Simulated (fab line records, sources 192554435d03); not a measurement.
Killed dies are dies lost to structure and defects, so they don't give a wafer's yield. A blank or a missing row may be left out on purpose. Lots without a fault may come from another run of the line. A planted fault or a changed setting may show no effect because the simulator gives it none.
fab line records | flow n5_finfet | part 1 of 2: steps 1 to 19 of 27
record lots=5 wafers=15 last_day=15
route steps=1938 shown MOL_CONTACT_COAG@612 BEOL_M0_SAQP@632
lots that met no fault: from a run of the same line without faults
start_h: hours from the record's first day to the start of the lot's first wafer shown | wait_h: hours since the lot's step before | " the same as in the row above | L1.1+2: a row that stands for several wafers | - no value, or no start given | * or withheld: withheld | < > ~ a bound
route shown NAME@n: a module of which the file shows steps, and the number in the route of the first | usual: mean/standard deviation of fault-free wafers | same: alike in all rows | chamber/n: place in a boat | sites: the reading at each site | _std_site: their standard deviation | _edge_site: outer sites' mean less inner sites' | radius_mm: how far each site lies from the wafer's centre | mask NAME#n: copy n | behind: the tool/chamber that last shaped the wafer | hold: why the lot was held/for how many hours/how that ended | device: the transistor (n, p or np) that didn't switch | end of line: the same wafers' tests at the end of the route | a step without rows: its recipe alone | killed: dies lost to structure and defects at the first sort, not the wafer's yield | map: a wafer's dies, x killed, . not, _ none there
set.NAME: the setting as run; set.NAME@STEP: as run at that earlier step | model.NAME: the simulator's own value behind a step, which no gauge read
lots at some steps of the route; a table a step, a row a wafer
services: from which hour (start_h, from the record's first day; less than 0 if before it) a tool's chamber was out of use, for how many hours, and why
## steps
# step N5_MOL_CONTACT_COAG_STRIP_69
# recipe chemistry=N2/H2 temp_c=40 n2_flow_sccm=200 h2_flow_sccm=200 rf_frequency_hz=6e+07
# columns lot.wafer tool chamber start_h wait_h
L074.2+4+6 rie_diel-01 2,0,2 99.72 0.0
L078.4+5+6 rie_diel-01 2,0,3 123.72 0.0
L084.2+4+6 rie_diel-04 2,0,0 162.50 0.0
L085.1+3+6 rie_diel-03 0,2,0 176.50 0.0
L089.2+5+6 rie_diel-03 3,3,2 195.14 0.0
# step N5_MOL_CONTACT_COAG_ETCHBACK_136
# recipe chemistry=CHF3 target=SiO2 target_depth_a=250 time_s=16.7 ion_energy_ev=200 pressure_mtorr=30 source_w=610 bias_w=170 Ar_flow_sccm=200 CHF3_flow_sccm=50
# usual drypump_motor_current_A=5.9/0.37 mfc_ar_sccm=200.1/0.66 oes_product_au=0.76/0.084 rf_vpp_V=524/5.6 showerhead_plenum_p_Torr=2.40/0.058 throttle_valve_pct=18.80/0.13
# columns lot.wafer tool chamber start_h wait_h drypump_motor_current_A mfc_ar_sccm oes_product_au rf_hours_counter_h rf_vpp_V showerhead_plenum_p_Torr throttle_valve_pct
L074.2 rie_diel-01 2 99.73 0.0 5.9 200.6 0.78 118 528 2.40 18.56
L074.4 " 0 " " 6.5 200.7 0.96 4 537 2.53 18.74
L074.6 " 2 " " 5.9 201.3 0.78 - 527 2.40 18.57
L078.4 rie_diel-01 2 123.73 0.0 5.9 200.2 0.77 - 528 2.40 18.57
L078.5 " 0 " " 6.5 200.6 0.94 - 536 2.53 18.78
L078.6 " 3 " " 6.1 199.8 0.89 - 521 2.42 18.78
L084.2 rie_diel-04 2 162.51 0.0 5.2 204.2 0.73 183 514 2.37 19.02
L084.4 " 0 " " 5.4 200.1 0.69 221 528 2.35 18.69
L084.6 " 0 " " 5.4 199.6 0.70 - 526 2.35 18.69
L085.1 rie_diel-03 0 176.51 0.0 5.5 199.1 0.68 224 517 2.45 18.72
L085.3 " 2 " " 5.8 200.5 0.70 180 521 2.36 18.86
L085.6 " 0 " " 5.5 200.1 0.68 - 518 2.45 18.74
L089.2 rie_diel-03 3 195.15 0.0 6.2 199.5 0.68 242 531 2.34 18.81
L089.5 " 3 " " 6.2 199.3 0.69 - 530 2.34 18.81
L089.6 " 2 " " 5.9 200.0 0.69 - 522 2.36 18.88
# step N5_MOL_CONTACT_COAG_STRIP_120
# recipe chemistry=CHF3 resist=SiARC rf_frequency_hz=6e+07
# columns lot.wafer tool chamber start_h wait_h
L074.2+4+6 rie_diel-01 2,0,2 99.75 0.0
L078.4+5+6 rie_diel-01 2,0,3 123.75 0.0
L084.2+4+6 rie_diel-04 2,0,0 162.54 0.0
L085.1+3+6 rie_diel-03 0,2,0 176.54 0.0
L089.2+5+6 rie_diel-03 3,3,2 195.18 0.0
# step N5_MOL_CONTACT_COAG_VIA_ETCH_117
# recipe chemistry=C4F6/O2 target_depth_a=400 overetch_a=80 mask_material=SOC target=SiO2 bias_w=455 pressure_mtorr=10 time_s=26 source_w=325 Ar_flow_sccm=300 C4F6_flow_sccm=10 O2_flow_sccm=10 ion_energy_ev=575.3 ends=end_point
# usual O2_flow_sccm=10.00/0.037 drypump_motor_current_A=5.9/0.38 mfc_ar_sccm=300.1/0.89 oes_product_au=0.68/0.067 rf_vpp_V=1588/16 showerhead_plenum_p_Torr=2.86/0.069 throttle_valve_pct=41.17/0.17
# columns lot.wafer tool chamber start_h wait_h O2_flow_sccm drypump_motor_current_A mfc_ar_sccm oes_product_au rf_hours_counter_h rf_vpp_V showerhead_plenum_p_Torr throttle_valve_pct
L074.2 rie_diel-01 2 99.76 0.0 9.97 5.9 298.3 0.70 118 1597 2.87 41.08
L074.4 " 0 " " 10.02 6.4 300.0 0.85 4 1620 3.02 41.27
L074.6 " 2 " " 9.97 5.9 300.6 0.69 - 1594 2.87 41.09
L078.4 rie_diel-01 2 123.77 0.0 9.96 5.9 300.3 0.69 - 1596 2.86 41.12
L078.5 " 0 " " 10.00 6.5 300.7 0.82 - 1620 3.02 41.27
L078.6 " 3 " " 10.05 6.1 299.8 0.77 - 1580 2.89 41.29
L084.2 rie_diel-04 2 162.55 0.0 10.06 5.2 299.5 0.65 183 1560 2.83 41.50
L084.4 " 0 " " 9.95 5.4 300.4 0.64 221 1595 2.81 41.15
L084.6 " 0 " " 9.97 5.4 299.2 0.63 - 1595 2.81 41.17
L085.1 rie_diel-03 0 176.55 0.0 10.02 5.5 300.8 0.63 224 1570 2.92 41.08
L085.3 " 2 " " 10.00 5.8 299.6 0.65 180 1583 2.81 40.96
L085.6 " 0 " " 9.99 5.5 300.8 0.63 - 1572 2.92 41.07
L089.2 rie_diel-03 3 195.19 0.0 9.93 6.2 301.5 0.63 242 1603 2.79 40.95
L089.5 " 3 " " 9.97 6.2 300.1 0.63 - 1602 2.79 40.94
L089.6 " 2 " " 9.96 5.8 300.7 0.64 - 1582 2.81 40.96
# step N5_MOL_CONTACT_COAG_ETCH_124
# recipe chemistry=CH3F/O2 target=SiNx target_depth_a=65 mask_material=SOC stop_on=SiOC over_etch_frac=0.3 ion_energy_ev=120 pressure_mtorr=30 source_w=395 bias_w=73 Ar_flow_sccm=150 CH3F_flow_sccm=30 O2_flow_sccm=20 ends=end_point
# usual O2_flow_sccm=20.00/0.061 drypump_motor_current_A=5.9/0.38 mfc_ar_sccm=149.9/0.41 oes_product_au=0.65/0.066 rf_vpp_V=298/3.1 showerhead_plenum_p_Torr=2.02/0.051 throttle_valve_pct=16.40/0.13
# columns lot.wafer tool chamber start_h wait_h O2_flow_sccm drypump_motor_current_A mfc_ar_sccm oes_product_au rf_hours_counter_h rf_vpp_V showerhead_plenum_p_Torr throttle_valve_pct
L074.2 rie_diel-01 2 99.79 0.0 20.00 5.9 149.6 0.67 118 299 2.02 16.14
L074.4 " 0 " " 20.00 6.4 149.3 0.81 4 303 2.13 16.31
L074.6 " 2 " " 19.96 5.9 149.8 0.66 - 298 2.02 16.14
L078.4 rie_diel-01 2 123.80 0.0 20.01 5.9 149.9 0.66 - 300 2.02 16.17
L078.5 " 0 " " 19.97 6.4 150.4 0.79 - 304 2.13 16.31
L078.6 " 3 " " 19.91 6.1 150.5 0.75 - 296 2.04 16.35
L084.2 rie_diel-04 2 162.58 0.0 20.12 5.1 150.7 0.62 183 292 1.99 16.60
L084.4 " 0 " " 20.04 5.4 149.6 0.61 221 299 1.98 16.33
L084.6 " 0 " " 20.07 5.4 149.9 0.60 - 298 1.97 16.36
L085.1 rie_diel-03 0 176.57 0.0 19.99 5.5 149.2 0.59 224 294 2.06 16.33
L085.3 " 2 " " 19.86 5.8 149.9 0.61 180 296 1.98 16.48
L085.6 " 0 " " 19.91 5.5 150.1 0.59 - 295 2.06 16.33
L089.2 rie_diel-03 3 195.21 0.0 19.95 6.1 150.2 0.60 242 300 1.96 16.44
L089.5 " 3 " " 20.14 6.2 150.1 0.60 - 301 1.96 16.44
L089.6 " 2 " " 19.97 5.8 149.2 0.61 - 297 1.98 16.48
# step N5_MOL_CONTACT_COAG_ETCH_48
# recipe chemistry=C4F6/O2 target_depth_a=150 overetch_a=45 mask_material=SOC target=SiOC bias_w=465 pressure_mtorr=10 time_s=17 source_w=335 Ar_flow_sccm=300 C4F6_flow_sccm=10 O2_flow_sccm=10 ion_energy_ev=576
# usual O2_flow_sccm=9.997/0.029 drypump_motor_current_A=5.9/0.38 mfc_ar_sccm=299.9/0.95 oes_product_au=0.64/0.073 rf_vpp_V=1590/16 showerhead_plenum_p_Torr=2.86/0.069 throttle_valve_pct=40.71/0.17
# columns lot.wafer tool chamber start_h wait_h O2_flow_sccm drypump_motor_current_A mfc_ar_sccm oes_product_au rf_hours_counter_h rf_vpp_V showerhead_plenum_p_Torr throttle_valve_pct
L074.2 rie_diel-01 2 99.83 0.0 9.985 5.9 299.5 0.62 118 1597 2.87 40.62
L074.4 " 0 " " 10.041 6.5 300.0 0.77 4 1622 3.02 40.81
L074.6 " 2 " " 9.993 5.9 299.0 0.67 - 1597 2.87 40.64
L078.4 rie_diel-01 2 123.85 0.0 9.977 5.9 301.6 0.63 - 1596 2.86 40.63
L078.5 " 0 " " 9.934 6.4 299.2 0.78 - 1624 3.02 40.83
L078.6 " 3 " " 10.013 6.1 300.2 0.70 - 1583 2.89 40.80
L084.2 rie_diel-04 2 162.62 0.0 10.011 5.2 300.1 0.62 183 1560 2.83 41.06
L084.4 " 0 " " 10.011 5.4 300.3 0.59 221 1597 2.81 40.69
L084.6 " 0 " " 9.954 5.4 300.9 0.58 - 1598 2.81 40.67
L085.1 rie_diel-03 0 176.61 0.0 9.993 5.5 300.0 0.59 224 1573 2.92 40.64
L085.3 " 2 " " 10.003 5.8 300.4 0.62 180 1583 2.82 40.52
L085.6 " 0 " " 9.983 5.5 300.4 0.58 - 1571 2.92 40.61
L089.2 rie_diel-03 3 195.25 0.0 9.996 6.2 300.7 0.59 242 1604 2.79 40.49
L089.5 " 3 " " 9.971 6.1 300.5 0.56 - 1606 2.79 40.49
L089.6 " 2 " " 9.987 5.8 299.6 0.63 - 1584 2.81 40.55
# step N5_MOL_CONTACT_COAG_STRIP_72
# recipe chemistry=N2/H2 power_w=450 temp_c=40 pressure_mtorr=20 rf_frequency_hz=6e+07 overash_fraction=3 bias_power_w=7 h2_frac=0.5 n2_flow_sccm=200 h2_flow_sccm=200
# usual drypump_motor_current_A=5.9/0.37 oes_product_au=0.77/0.082 rf_vpp_V=59.0/2.1 showerhead_plenum_p_Torr=2.56/0.064 throttle_valve_pct=23.79/0.15
# columns lot.wafer tool chamber start_h wait_h drypump_motor_current_A oes_product_au rf_hours_counter_h rf_vpp_V showerhead_plenum_p_Torr throttle_valve_pct
L074.2 rie_diel-01 2 99.89 0.0 5.9 0.80 118 58.8 2.56 23.62
L074.4 " 0 " " 6.4 0.96 4 57.4 2.71 23.68
L074.6 " 2 " " 5.9 0.79 - 60.9 2.56 23.61
L078.4 rie_diel-01 2 123.91 0.0 5.9 0.76 - 54.1 2.55 23.59
L078.5 " 0 " " 6.5 0.93 - 59.2 2.70 23.68
L078.6 " 3 " " 6.1 0.90 - 55.9 2.58 23.79
L084.2 rie_diel-04 2 162.67 0.0 5.1 0.74 183 62.4 2.52 23.86
L084.4 " 0 " " 5.4 0.70 221 57.5 2.51 23.85
L084.6 " 0 " " 5.4 0.71 - 57.8 2.51 23.81
L085.1 rie_diel-03 0 176.67 0.0 5.5 0.70 224 58.9 2.62 23.61
L085.3 " 2 " " 5.8 0.70 180 57.7 2.53 23.74
L085.6 " 0 " " 5.5 0.68 - 58.2 2.62 23.58
L089.2 rie_diel-03 3 195.31 0.0 6.1 0.69 242 61.9 2.50 23.69
L089.5 " 3 " " 6.1 0.68 - 59.1 2.50 23.67
L089.6 " 2 " " 5.8 0.70 - 58.8 2.53 23.78
# step N5_MOL_CONTACT_COAG_STRIP_49
# recipe chemistry=N2/H2 time_s=30 power_w=1000 temp_c=250 pressure_mtorr=withheld n2_flow_sccm=1750 h2_flow_sccm=3250
# usual drypump_motor_current_A=5.83/0.041 heater_power_w=347/37
# columns lot.wafer tool chamber start_h wait_h drypump_motor_current_A heater_power_w rf_hours_counter_h
L074.2 plasma_asher-02 1 99.97 - 5.78 334 41
L074.4 " 1 " " 5.76 326 -
L074.6 " 0 " " 5.91 405 -
L078.4 plasma_asher-01 0 123.99 - 5.85 372 -
L078.5 " 1 " " 5.80 300 -
L078.6 " 0 " " 5.84 369 -
L084.2 plasma_asher-01 0 162.75 - 5.86 369 103
L084.4 " 0 " " 5.84 360 -
L084.6 " 1 " " 5.79 304 -
L085.1 plasma_asher-02 1 176.75 - 5.78 332 56
L085.3 " 0 " " 5.88 401 -
L085.6 " 1 " " 5.78 339 -
L089.2 plasma_asher-02 1 195.39 - 5.74 324 59
L089.5 " 0 " " 5.92 411 -
L089.6 " 1 " " 5.75 326 -
# step N5_MOL_CONTACT_COAG_PRECLEAN_138
# recipe chemistry=alkaline_clean temp_c=60 time_s=60 do_ppb=50
# columns lot.wafer tool chamber start_h wait_h
L074.2+4+6 wet_bench-01 0,3,2 100.05 0.1
L078.4+5+6 wet_bench-01 1,7,6 124.05 0.0
L084.2+4+6 wet_bench-01 3,2,6 162.84 0.1
L085.1+3+6 wet_bench-01 7,3,6 176.84 0.1
L089.2+5+6 wet_bench-01 7,2,6 195.48 0.1
# step N5_MOL_CONTACT_COAG_SRD_139
# recipe dry=ipa_marangoni time_s=30 temp_c=23 rinse_liquid=diw
# columns lot.wafer tool chamber start_h wait_h
L074.2+4+6 wet_bench-01 0,3,2 100.07 0.0
L078.4+5+6 wet_bench-01 1,7,6 124.08 0.0
L084.2+4+6 wet_bench-01 3,2,6 162.86 0.0
L085.1+3+6 wet_bench-01 7,3,6 176.88 0.0
L089.2+5+6 wet_bench-01 7,2,6 195.52 0.0
# step N5_MOL_CONTACT_COAG_CD_MEAS_101
# recipe target_cd_nm=16
# usual cd_nm=16.0/0.33
# columns lot.wafer tool chamber start_h wait_h cd_nm
L074.2 cd_sem-01 - 100.11 0.0 16.3
L074.4 " - " " 15.8
L074.6 " - " " 16.0
L078.4 cd_sem-01 - 124.12 0.0 15.4
L078.5 " - " " 15.7
L078.6 " - " " 15.5
L084.2 cd_sem-03 - 162.90 0.0 16.0
L084.4 " - " " 16.2
L084.6 " - " " 16.2
L085.1 cd_sem-01 - 176.93 0.0 15.7
L085.3 " - " " 15.9
L085.6 " - " " 15.9
L089.2 cd_sem-01 - 195.57 0.0 15.3
L089.5 " - " " 15.4
L089.6 " - " " 16.2
# step N5_MOL_CONTACT_COAG_PRE_CLEAN_121
# recipe gas=H2/He time_s=* temp_c=withheld
# columns lot.wafer tool chamber start_h wait_h since_wet_clean_h
L074.2 cvd_w-01 0 100.19 0.1 -
L074.4 " 0 " " -
L074.6 " 0 " " -
L078.4 cvd_w-02 0 124.19 0.1 -
L078.5 " 1 " " -
L078.6 " 0 " " -
L084.2 cvd_w-02 0 162.94 0.0 845
L084.4 " 1 " " -
L084.6 " 0 " " -
L085.1 cvd_w-02 0 176.97 0.0 859
L085.3 " 0 " " -
L085.6 " 1 " " -
L089.2 cvd_w-02 1 195.61 0.0 878
L089.5 " 1 " " -
L089.6 " 0 " " -
# step N5_MOL_CONTACT_COAG_CVD_140
# recipe material=W target_thk_a=665 mode=selective_fill temp_c=300 time_s=215
# usual heater_power_w=475/80
# columns lot.wafer tool chamber start_h wait_h heater_power_w since_wet_clean_h
L074.2 cvd_w-01 0 100.42 0.2 425 -
L074.4 " 0 " " 429 -
L074.6 " 0 " " 451 -
L078.4 cvd_w-02 0 124.33 0.1 406 -
L078.5 " 1 " " 587 -
L078.6 " 0 " " 391 -
L084.2 cvd_w-02 0 163.03 0.1 389 845
L084.4 " 1 " " 614 -
L084.6 " 0 " " 390 -
L085.1 cvd_w-02 0 177.06 0.1 400 859
L085.3 " 0 " " 395 -
L085.6 " 1 " " 602 -
L089.2 cvd_w-02 1 195.70 0.1 610 878
L089.5 " 1 " " 596 -
L089.6 " 0 " " 403 -
# step N5_MOL_CONTACT_COAG_PRECLEAN_127
# recipe chemistry=DIW time_s=57.5 temp_c=23
# columns lot.wafer tool chamber start_h wait_h
L074.2+4+6 wet_bench-01 5,7,0 100.85 0.4
L078.4+5+6 wet_bench-06 0,3,7 124.52 0.1
L084.2+4+6 wet_bench-01 6,3,7 163.30 0.2
L085.1+3+6 wet_bench-04 7,4,1 177.33 0.2
L089.2+5+6 wet_bench-04 6,5,4 195.97 0.2
# step N5_MOL_CONTACT_COAG_SRD_128
# recipe dry_time_s=32 dry=n2_spin spin_rpm=1500
# columns lot.wafer tool chamber start_h wait_h
L074.2+4+6 wet_bench-01 5,7,0 100.86 0.0
L078.4+5+6 wet_bench-06 0,3,7 124.54 0.0
L084.2+4+6 wet_bench-01 6,3,7 163.32 0.0
L085.1+3+6 wet_bench-04 7,4,1 177.35 0.0
L089.2+5+6 wet_bench-04 6,5,4 195.99 0.0
# step N5_MOL_CONTACT_COAG_CMP_52
# recipe stop_on=SiO2 t_overpolish_s=1.5 post_cmp_clean=w_dilute_nh4oh down_force_psi=4 platen_rpm=50.289 pad_velocity_m_s=1.0006 target_thk_nm=66.5
# usual motor_current_A=12.2/1.3 overpolish_run_s=1.500/0.0097 slurry_flow_ml_min=150.1/0.51 time_to_endpoint_s=13.5/1.9
# columns lot.wafer tool chamber start_h wait_h motor_current_A overpolish_run_s slurry_flow_ml_min time_to_endpoint_s
L074.2 cmp-03 1 100.93 0.1 10.4 1.504 150.0 10.5
L074.4 " 2 " " 10.5 1.491 149.6 12.9
L074.6 " 0 " " 12.7 1.507 149.3 10.9
L078.4 cmp-01 0 124.65 0.1 12.8 1.504 150.0 14.9
L078.5 " 2 " " 14.0 1.511 149.9 14.8
L078.6 " 3 " " 12.5 1.497 149.9 13.5
L084.2 cmp-03 3 163.43 0.1 13.3 1.488 150.7 12.9
L084.4 " 0 " " 12.2 1.493 150.5 14.3
L084.6 " 2 " " 11.1 1.505 149.9 11.6
L085.1 cmp-04 1 177.41 0.0 14.5 1.488 150.3 15.3
L085.3 " 0 " " 10.9 1.504 150.6 14.7
L085.6 " 2 " " 10.8 1.483 150.0 11.3
L089.2 cmp-03 1 196.02 0.0 10.5 1.506 148.6 14.9
L089.5 " 1 " " 10.9 1.515 149.5 14.8
L089.6 " 2 " " 10.7 1.516 150.9 15.4
# step N5_MOL_CONTACT_COAG_THK_MEAS_53
# recipe reads=SiO2_of_MOL_CONTACT_COAG_PECVD_31
# usual VIA_MOL_THK=43.9/0.58
# columns lot.wafer tool chamber start_h wait_h VIA_MOL_THK[nm]
L074.2 film_metro-01 - 101.19 - 43.0
L074.4 " - " " 43.8
L074.6 " - " " 44.6
L078.4 film_metro-02 - 124.87 - 43.9
L078.5 " - " " 44.4
L078.6 " - " " 43.1
L084.2 film_metro-01 - 163.65 - 43.7
L084.4 " - " " 43.8
L084.6 " - " " 44.3
L085.1 film_metro-02 - 177.70 - 43.4
L085.3 " - " " 43.8
L085.6 " - " " 45.2
L089.2 film_metro-02 - 196.32 - 43.7
L089.5 " - " " 44.6
L089.6 " - " " 44.7
# step N5_MOL_CONTACT_COAG_ANNEAL_112
# recipe temp_c=400 time_s=1800 ambient=HPD2 pressure_atm=10
# usual pressure_atm=10.001/0.021 wafer_temp_C_max=402.0/0.39
# columns lot.wafer tool chamber start_h wait_h pressure_atm wafer_temp_C_max
L074.2 hp_anneal-01 0 101.22 0.0 10.033 402.3
L074.4 " 0 " " 10.019 401.4
L074.6 " 0 " " 10.018 401.9
L078.4 hp_anneal-01 0 124.89 0.0 10.013 402.5
L078.5 " 0 " " 9.957 401.8
L078.6 " 0 " " 10.001 402.1
L084.2 hp_anneal-01 0 163.69 0.0 9.999 401.8
L084.4 " 0 " " 10.042 401.6
L084.6 " 0 " " 10.016 402.0
L085.1 hp_anneal-01 0 177.73 0.0 9.982 401.5
L085.3 " 0 " " 10.016 401.9
L085.6 " 0 " " 9.988 402.3
L089.2 hp_anneal-01 0 198.56 2.2 10.021 401.2
L089.5 " 0 " " 10.055 401.9
L089.6 " 0 " " 10.011 401.6
# step N5_MOL_CONTACT_COAG_INSPECT_97
# recipe inspect_instrument=darkfield mode=post_anneal
# usual raw_defect_count=46/16
# columns lot.wafer tool chamber start_h wait_h raw_defect_count
L074.2 defect_inspect-02 - 104.27 0.1 29
L074.4 " - " " 37
L074.6 " - " " 24
L078.4 defect_inspect-02 - 127.99 0.1 39
L078.5 " - " " 28
L078.6 " - " " 31
L084.2 defect_inspect-01 - 166.75 0.1 41
L084.4 " - " " 37
L084.6 " - " " 32
L085.1 defect_inspect-01 - 180.77 0.0 32
L085.3 " - " " 48
L085.6 " - " " 33
L089.2 defect_inspect-01 - 201.61 0.1 41
L089.5 " - " " 50
L089.6 " - " " 35
